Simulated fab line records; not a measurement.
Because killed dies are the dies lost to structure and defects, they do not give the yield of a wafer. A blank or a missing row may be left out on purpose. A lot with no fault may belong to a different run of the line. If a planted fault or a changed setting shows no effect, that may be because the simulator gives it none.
fab line records	flow n5Finfet
record: lots: 6	wafers: 18	lastDay: 18
route steps=1938 shown HKMG_FIN@450 BEOL_M4@1111
lots untouched by any fault: they come from a run of this same line in which no faults occurred
startH: hours from the record's first day to the start of the lot's first wafer shown	waitH: time in hours since the lot's previous step	" the same as in the row above	L1.1+2: a row that stands for several wafers	- no value, or no start given	* or withheld: withheld	< > ~ a bound
route shown NAME@n: a module of which the file shows steps, and the number in the route of the first	usual: average and standard deviation across the fault-free wafers	same: alike in all rows	chamber/n: place in a boat	sites: each site's reading	_std_site: standard deviation across them	_edge_site: the outer-site mean with the inner-site mean subtracted	radiusMm: how far each site lies from the wafer's centre	mask NAME#n: copy n	behind: tool/chamber where the wafer was last shaped	hold: why the lot went on hold/how many hours it stayed there/how the hold came to an end	device: the transistor (n, p or np) that didn't switch	end of line: tests run on the same wafers once the route is complete	for a step that has no rows: nothing shown but its recipe	killed: the dies lost at the first sort to structure and to defects; this is not the yield of the wafer	map: a wafer's dies, marking killed ones x, the rest . and places with no die _
set.NAME: the run value of the setting; set.NAME@STEP: its run value at that earlier step	model.NAME: the simulator's own value behind a step, which no gauge read
lots seen at some steps along the route; tables by step, rows by wafer
services: a tool's chamber out of use, with start hour (startH, from the record's first day; less than 0 if before it), hours out, and reason
== steps ==
step: N5_HKMG_FIN_COAT_66
recipe: resist: SOC	tempC: 250	timeS: 60	spinRpm: 1500	resistThkNm: 300
step: N5_HKMG_FIN_ETCH_67
recipe: chemistry: N2/H2	target: SOC	targetDepthA: 3889	stopOn: TiN	ionEnergyEv: 100	biasW: 61	pressureMtorr: 30	sourceW: 850	n2FlowSccm: 200	h2FlowSccm: 200
usual: drypumpMotorCurrentA: 5.7/0.52	oesProductAu: 0.82/0.093	rfVppV: 240.9/1.6	showerheadPlenumPTorr: 2.56/0.12	throttleValvePct: 17.77/0.2
lot.wafer	tool	chamber	startH	waitH	drypumpMotorCurrentA	oesProductAu	rfHoursCounterH	rfVppV	showerheadPlenumPTorr	throttleValvePct
L217.2	rieDiel-04	0	99.93	-	5.3	0.93	12	239.6	2.50	17.63
L217.3	"	3	"	"	6.1	0.69	231	239.3	2.40	18.03
L217.5	"	3	"	"	6.0	0.70	-	239.1	2.40	18.02
L219.1	rieDiel-01	1	118.46	-	5.1	0.90	18	242.9	2.71	17.69
L219.4	"	3	"	"	6.3	0.91	12	239.2	2.50	17.79
L219.5	"	2	"	"	5.4	0.95	-	242.3	2.71	17.60
L228.1	rieDiel-04	3	169.77	-	6.0	0.69	246	239.7	2.40	18.06
L228.2	"	2	"	"	6.1	0.79	87	240.5	2.56	17.56
L228.5	"	3	"	"	6.1	0.68	-	239.6	2.40	18.07
L227.2	rieDiel-04	3	170.54	-	6.0	0.68	246	240.0	2.40	18.07
L227.3	"	2	"	"	6.1	0.80	87	241.4	2.56	17.55
L227.5	"	1	"	"	5.0	0.89	-	244.8	2.71	17.57
L234.2	rieDiel-03	1	205.92	-	6.5	0.83	73	243.3	2.69	17.82
L234.4	"	2	"	"	5.3	0.71	215	238.8	2.42	18.07
L234.5	"	1	"	"	6.5	0.84	-	240.5	2.69	17.83
L235.1	rieDiel-03	2	211.85	-	5.3	0.71	217	239.4	2.42	18.06
L235.3	"	3	"	"	4.9	0.70	212	240.9	2.62	18.19
L235.5	"	1	"	"	6.5	0.83	-	241.6	2.69	17.83
step: N5_HKMG_FIN_STRIP_90
recipe: chemistry: N2/H2	material: SOC	timeS: 20	powerW: 500	tempC: 40	pressureMtorr: 50	rfFrequencyHz: 6e+07	biasPowerW: 8	h2Frac: 0.5	n2FlowSccm: 300	h2FlowSccm: 300
step: N5_HKMG_FIN_WET_ETCH_73
recipe: chemistry: SC1	mix: 1:2:40	tempC: 50	timeS: 42.3	targetDepthNm: 1.3	dry: ipaMarangoni	rinseTimeS: 30	rinseTempC: 23
step: N5_HKMG_FIN_ETCHBACK_68
recipe: chemistry: Cl2/Ar	stopOn: HfO2	targetDepthA: 5	pressureMtorr: 10	icpW: 600	biasW: 60	Cl2_flow_sccm: 40	Ar_flow_sccm: 60
step: N5_HKMG_FIN_STRIP_69
recipe: chemistry: N2/H2	powerW: 2500	tempC: 300	h2Frac: 0.65	timeS: 360	pressureMtorr: withheld	n2FlowSccm: 1750	h2FlowSccm: 3250
usual: drypumpMotorCurrentA: 5.8/0.51	heaterPowerW: 495/70
lot.wafer	tool	chamber	startH	waitH	drypumpMotorCurrentA	heaterPowerW	rfHoursCounterH
L217.2	plasmaAsher-01	1	100.29	0.1	6.5	487	94
L217.3	"	1	"	"	6.5	498	-
L217.5	"	1	"	"	6.5	503	-
L219.1	plasmaAsher-02	0	118.82	0.1	5.1	482	44
L219.4	"	0	"	"	5.1	483	-
L219.5	"	0	"	"	5.1	491	-
L228.1	plasmaAsher-01	1	170.18	0.1	6.5	503	108
L228.2	"	0	"	"	6.0	370	108
L228.5	"	0	"	"	6.1	369	-
L227.2	plasmaAsher-02	0	170.90	0.1	5.1	484	53
L227.3	"	1	"	"	5.9	570	-
L227.5	"	0	"	"	5.1	490	-
L234.2	plasmaAsher-02	1	206.40	0.2	5.8	583	61
L234.4	"	1	"	"	5.9	572	-
L234.5	"	0	"	"	5.1	479	-
L235.1	plasmaAsher-02	0	212.23	0.1	5.1	485	61
L235.3	"	1	"	"	5.9	600	-
L235.5	"	0	"	"	5.1	467	-
step: N5_HKMG_FIN_ALD_21
recipe: material: TiN	targetThkA: 15	tempC: 400	aldPrecursorFamily: TiCl4	aldCoReactant: NH3	pulseTimeS: 1	purgeTimeS: 3	coReactantPurgeTimeS: 2	coReactantPulseTimeS: 2	aldCycles: 68	pressureTorr: 3
usual: heaterPowerW: 883/89	precursorPulseHeightRel: 0.998/0.019	susceptorTempC: 399.98/0.22
same: coReactantPulseTimeS: 2	purgeTimeS: 3
lot.wafer	tool	chamber	startH	waitH	heaterPowerW	precursorPulseHeightRel	susceptorTempC
L217.2	aldMetal-02	3	100.67	0.3	971	0.994	400.08
L217.3	"	1	"	"	893	0.998	399.85
L217.5	"	1	"	"	914	1.006	399.91
L219.1	aldMetal-01	2	119.21	0.3	987	0.976	400.01
L219.4	"	3	"	"	828	0.988	399.72
L219.5	"	2	"	"	979	0.999	400.01
L228.1	aldMetal-01	1	170.56	0.3	885	1.002	400.14
L228.2	"	0	"	"	860	0.991	399.88
L228.5	"	1	"	"	870	1.001	400.01
L227.2	aldMetal-02	3	171.28	0.3	944	1.010	400.01
L227.3	"	1	"	"	920	1.007	400.38
L227.5	"	0	"	"	1057	0.984	399.80
L234.2	aldMetal-02	2	206.78	0.3	973	1.016	399.94
L234.4	"	0	"	"	1027	0.979	400.06
L234.5	"	2	"	"	992	0.985	400.15
L235.1	aldMetal-01	0	212.73	0.4	828	1.005	400.27
L235.3	"	3	"	"	835	1.012	399.51
L235.5	"	1	"	"	882	1.030	400.21
step: N5_HKMG_FIN_ALD_72
recipe: material: W	targetThkA: 20	tempC: 300	pressureTorr: 7.5	aldPrecursorFamily: WF6	aldCoReactant: B2H6	pulseTimeS: 1	purgeTimeS: 2	coReactantPurgeTimeS: 2	coReactantPulseTimeS: 3	aldCycles: 7
usual: heaterPowerW: 472/45	precursorPulseHeightRel: 0.999/0.019	susceptorTempC: 299.98/0.2
same: coReactantPulseTimeS: 3	purgeTimeS: 2
lot.wafer	tool	chamber	startH	waitH	heaterPowerW	precursorPulseHeightRel	susceptorTempC
L217.2	cvdW-01	1	101.03	0.2	466	0.979	300.06
L217.3	"	0	"	"	494	1.005	299.84
L217.5	"	1	"	"	474	0.986	299.87
L219.1	cvdW-02	0	119.57	0.2	501	1.017	299.91
L219.4	"	1	"	"	347	1.029	300.08
L219.5	"	0	"	"	502	0.990	299.95
L228.1	cvdW-01	1	170.92	0.2	479	1.018	299.60
L228.2	"	0	"	"	491	0.972	299.82
L228.5	"	0	"	"	497	1.013	299.61
L227.2	cvdW-02	0	171.64	0.2	504	0.989	300.27
L227.3	"	0	"	"	496	1.009	300.19
L227.5	"	0	"	"	498	1.018	299.98
L234.2	cvdW-01	0	207.15	0.2	498	0.977	300.17
L234.4	"	0	"	"	492	1.014	299.84
L234.5	"	0	"	"	491	1.013	299.99
L235.1	cvdW-01	1	213.10	0.2	481	1.026	299.86
L235.3	"	1	"	"	488	0.988	299.91
L235.5	"	1	"	"	487	0.985	300.05
step: N5_HKMG_FIN_W_FILL_22
recipe: material: W	targetThkA: 600	tempC: 400	pressureTorr: 39.4	timeS: 18.2
step: N5_HKMG_FIN_PRECLEAN_83
recipe: chemistry: DIW	timeS: 57.5	tempC: 23
step: N5_HKMG_FIN_SRD_84
recipe: dryTimeS: 32	dry: n2Spin	spinRpm: 1500
step: N5_HKMG_FIN_CMP_23
recipe: stopOn: SiNx	tOverpolishS: 10	postCmpClean: rinseOnly	downForcePsi: 4	platenRpm: 50.289	padVelocityMS: 1.0006	targetThkNm: 46.326
usual: edgeZonePressureFrac: 1.000/0.0052	headPressurePsi: 3.999/0.008	motorCurrentA: 12.3/1.2	overpolishRunS: 10.000/0.0083	padLifeWafers: 1314/520	platenRpm: 50.29/0.035	timeToEndpointS: 12.5/2.1
lot.wafer	tool	chamber	startH	waitH	edgeZonePressureFrac	headPressurePsi	motorCurrentA	overpolishRunS	padLifeWafers	platenRpm	timeToEndpointS
L217.3	cmp-02	1	101.20	0.0	1.004	4.003	13.9	10.006	942	50.29	12.0
L217.2	"	2	"	"	1.004	4.001	11.1	10.007	943	50.30	11.1
L217.5	"	2	"	"	0.992	3.992	11.8	9.999	-	50.26	11.1
L219.1	cmp-02	2	119.82	0.1	0.998	4.008	11.0	9.995	1069	50.27	10.9
L219.4	"	3	"	"	1.000	3.995	13.5	9.998	1070	50.32	13.0
L219.5	"	1	"	"	1.004	3.992	13.8	9.977	-	50.26	11.3
L228.1	cmp-01	0	171.18	0.1	1.003	3.995	11.2	10.008	175	50.26	14.1
L228.2	"	2	"	"	0.995	4.001	10.4	10.012	177	50.28	16.0
L228.5	"	3	"	"	0.999	3.995	11.4	9.999	-	50.30	14.3
L227.2	cmp-02	1	171.82	0.0	1.004	4.000	14.5	10.008	1452	50.27	13.1
L227.3	"	3	"	"	1.006	3.995	13.6	10.009	1454	50.33	14.8
L227.5	"	2	"	"	1.005	4.000	11.1	10.001	-	50.25	12.5
L234.2	cmp-03	0	207.40	0.1	1.004	4.004	12.4	9.995	1903	50.29	13.0
L234.4	"	2	"	"	1.001	4.007	11.5	9.999	1905	50.31	11.7
L234.5	"	3	"	"	1.000	3.987	13.4	10.007	-	50.30	13.6
L235.1	cmp-03	2	213.46	0.1	0.995	4.002	12.1	9.995	1945	50.30	11.0
L235.3	"	3	"	"	1.000	3.998	13.9	10.009	1946	50.29	10.7
L235.5	"	2	"	"	0.992	4.011	11.4	9.996	-	50.35	11.5
step: N5_HKMG_FIN_CMP_94
recipe: stopOn: SiNx	postCmpClean: wDiluteNh4oh	tOverpolishS: 4.7	downForcePsi: 4	platenRpm: 50.289	padVelocityMS: 1.0006	targetThkNm: 43.299
usual: edgeZonePressureFrac: 1.000/0.0048	headPressurePsi: 4.000/0.0087	motorCurrentA: 12.2/1.2	padLifeWafers: 1320/520	platenRpm: 50.29/0.036
lot.wafer	tool	chamber	startH	waitH	edgeZonePressureFrac	headPressurePsi	motorCurrentA	padLifeWafers	platenRpm	model.W_of_HKMG_FIN_W_FILL_22.thkNm	model.SiNx_of_SDB_ALD_29.thkNm
L217.3	cmp-02	1	101.68	0.4	1.001	4.000	13.9	948	50.27	43	28.4
L217.2	"	2	"	"	1.000	3.998	11.6	949	50.27	43.8	28.4
L217.5	"	2	"	"	0.993	4.002	11.1	-	50.27	43.8	28.2
L219.1	cmp-02	2	120.25	0.3	1.002	4.000	11.6	1075	50.22	43.4	28.4
L219.4	"	3	"	"	1.003	4.007	13.1	1076	50.29	43.8	28.4
L219.5	"	1	"	"	1.009	4.009	14.8	-	50.37	42	28.4
L228.1	cmp-01	0	171.61	0.3	-	-	-	-	-	47.2	28.6
L228.2	"	2	"	"	-	-	-	-	-	47.6	28.6
L228.5	"	3	"	"	-	-	-	-	-	46.8	28.8
L227.2	cmp-02	1	172.30	0.4	-	-	-	-	-	45.2	28.8
L227.3	"	3	"	"	-	-	-	-	-	48.4	28.8
L227.5	"	2	"	"	-	-	-	-	-	45.8	29
L234.2	cmp-03	0	207.83	0.3	0.994	3.986	11.8	1909	50.32	42	28.2
L234.4	"	2	"	"	1.002	3.995	11.1	1911	50.25	41.8	28.2
L234.5	"	3	"	"	1.001	3.992	13.7	-	50.33	42.8	28.2
L235.1	cmp-03	2	213.89	0.3	0.997	4.008	11.2	1951	50.28	42.8	28.2
L235.3	"	3	"	"	1.005	4.000	14.2	1952	50.30	43.6	28.2
L235.5	"	2	"	"	1.008	4.025	11.5	-	50.26	43	28.2
step: N5_BEOL_M4_RC_MEAS_101
usual: DIBL_N: 36.6/1.1	DIBL_P: 36.8/1.6	IOFF_N: 0.169/0.024	IOFF_P: 0.206/0.028	ION_N: 679/9.2	ION_P: 462/7	SS_N: 71.6/0.57	SS_P: 73.3/0.57	VT_N: 248.8/2.4	VT_P: -251/3
lot.wafer	tool	chamber	startH	waitH	DIBL_N[mV/V]	DIBL_P[mV/V]	IOFF_N[nA/um]	IOFF_P[nA/um]	ION_N[uA/um]	ION_P[uA/um]	SS_N[mV/dec]	SS_P[mV/dec]	VT_N[mV]	VT_P[mV]
L217.2	prober-02	0	229.66	0.2	36.5	37.3	0.178	0.196	666	447	72.1	73.0	247.2	-253
L217.3	"	0	"	"	38.0	39.8	0.223	0.238	691	457	73.3	74.0	247.8	-250
L217.5	"	0	"	"	37.0	39.3	0.212	0.231	685	458	73.0	74.4	248.1	-253
L219.1	prober-01	0	233.44	0.0	37.9	38.0	0.196	0.239	686	467	71.7	73.5	245.9	-249
L219.4	"	0	"	"	39.0	39.8	0.228	0.266	700	476	72.4	74.6	245.5	-249
L219.5	"	0	"	"	37.3	38.7	0.184	0.236	672	463	71.7	73.2	248.7	-246
L234.2	prober-02	0	339.23	0.2	35.2	36.5	0.157	0.170	678	457	70.8	73.3	247.4	-257
L234.4	"	0	"	"	35.2	36.7	0.164	0.172	678	451	71.2	73.4	248.4	-258
L234.5	"	0	"	"	34.4	35.9	0.144	0.162	678	453	71.1	72.9	249.1	-257
L235.1	prober-02	0	345.10	0.0	35.6	35.8	0.133	0.178	673	458	70.6	73.8	252.9	-253
L235.3	"	0	"	"	38.3	38.3	0.183	0.217	687	464	72.0	73.6	245.2	-253
L235.5	"	0	"	"	37.6	38.9	0.179	0.229	691	473	71.5	73.2	246.8	-250
== services ==
tool	chamber	startH	hours	kind
cmp-01	-	82.43	4.0	pm
cvdW-02	-	88.66	27.7	repair
rieDiel-04	1	92.78	-	clean
rieDiel-04	1	92.78	-	consumableReplace:focusRing
rieDiel-04	1	92.78	-	consumableReplace:showerhead
rieDiel-04	1	92.78	18.6	scheduledDown
rieDiel-04	1	92.78	18.6	ventCycle
cmp-01	-	101.41	0.6	repair
rieDiel-04	3	103.26	4.3	repair
rieDiel-01	-	129.43	10.9	repair
cmp-03	-	129.74	1.4	repair
aldMetal-01	-	131.21	2.1	repair
rieDiel-04	3	138.33	9.4	repair
cmp-01	-	143.46	4.0	pm
rieDiel-01	2	143.52	8.2	repair
aldMetal-02	1	147.15	6.2	repair
cvdW-02	-	148.83	2.7	pm
cmp-02	-	167.59	0.3	repair
cvdW-01	-	171.28	0.3	repair
rieDiel-04	3	182.81	-	clean
rieDiel-04	3	182.81	-	consumableReplace:focusRing
rieDiel-04	3	182.81	-	consumableReplace:showerhead
rieDiel-04	3	182.81	17.6	scheduledDown
cmp-03	-	188.76	1.9	repair
== key ==
firstSign: step: N5_HKMG_FIN_CMP_94	reading: toolRecord	direction: missing
effect none on later readings
modelEffect: step: N5_HKMG_FIN_CMP_94	value: W_of_HKMG_FIN_W_FILL_22.thkNm	without: 44.57	struck: 46.83
metAt N5_HKMG_FIN_CMP_94
struckWafers L227.2,L227.3,L227.5,L228.1,L228.2,L228.5
laterRowsLeftOut L227.2,L227.3,L227.5,L228.1,L228.2,L228.5
sortLeftOut L227.2,L227.3,L227.5,L228.1,L228.2,L228.5
testerLeftOut L227,L228
onsetBetween 120.25 171.61
fault: kind: skippedStepWhole	tool: cmp-01,cmp-02	chamber: -	onsetH: 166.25	steps: N5_HKMG_FIN_CMP_94	scope: struckLotsOnly
testerLeftOut: of these lots the tester's yield and bins aren't shown, on N5 and GAA mostly nor the transistor test; their killed dies are dies lost to structure and defects alone, not to doping, threshold or leakage, so they don't give the yield
sortLeftOut: the simulated sort isn't trusted on such a fault, so these wafers' sort isn't shown, and their yield isn't known
laterRowsLeftOut: the simulator's readings of these wafers behind a module that went badly wrong aren't trusted and aren't shown, but for the sort
